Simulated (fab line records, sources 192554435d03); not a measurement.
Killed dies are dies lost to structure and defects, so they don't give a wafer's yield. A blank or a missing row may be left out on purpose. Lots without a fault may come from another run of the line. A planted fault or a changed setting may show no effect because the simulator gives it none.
Chamber matching | flow n5_finfet | N5_BEOL_M0_SAQP_HM_DEP_111 on pecvd-03: 3 sister chambers
The step deposits SiO2 from SiH4/N2O, target thk 12 nm, time 7.2 s. 6 wafers are shown with their chamber, then 7 later ones without.

WAFERS WITH THEIR CHAMBER
wafer  | chamber | showerhead_plenum_p_Torr (Torr) | showerhead_vpp_V (V)
L395.4 | 1       | 8.00                            | 980
L408.1 | 1       | 7.96                            | 1001
L409.3 | 0       | 8.33                            | 1040
L409.6 | 2       | 7.99                            | 989
L412.2 | 0       | 8.33                            | 1069
L412.3 | 2       | 8.02                            | 983

WAFERS WITHOUT THEIR CHAMBER
wafer  | showerhead_plenum_p_Torr (Torr) | showerhead_vpp_V (V)
L412.6 | 8.01                            | 988
L414.1 | 7.98                            | 987
L414.2 | 8.00                            | 1000
L414.6 | 7.99                            | 964
L416.4 | 8.31                            | 1070
L416.5 | 8.00                            | 975
L416.6 | 7.97                            | 992

WHICH CHAMBER EACH WENT THROUGH
wafer  | from the rows above     | in truth
L412.6 | can't be placed: 2 or 1 | 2
L414.1 | can't be placed: 1 or 2 | 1
L414.2 | can't be placed: 2 or 1 | 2
L414.6 | can't be placed: 2 or 1 | 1
L416.4 | 0                       | 0
L416.5 | can't be placed: 2 or 1 | 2
L416.6 | can't be placed: 1 or 2 | 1
Placed correctly: 1 of 7. Can't be placed from these rows: 6 (the true chamber is among the candidates in 6). Placed wrongly: 0.
How it was worked out, from the rows above alone: a wafer's distance from a chamber is the root of the sum, over the readings, of the square of ((its reading less the chamber's mean) divided by the reading's scatter). The wafer belongs to the nearest chamber; if the next one is less than 2 further off, it can't be placed. A chamber's mean is the mean of its shown wafers. The scatter: the root of (the sum of the squares of (reading less its chamber's mean) over the shown wafers, divided by (wafers less chambers)).
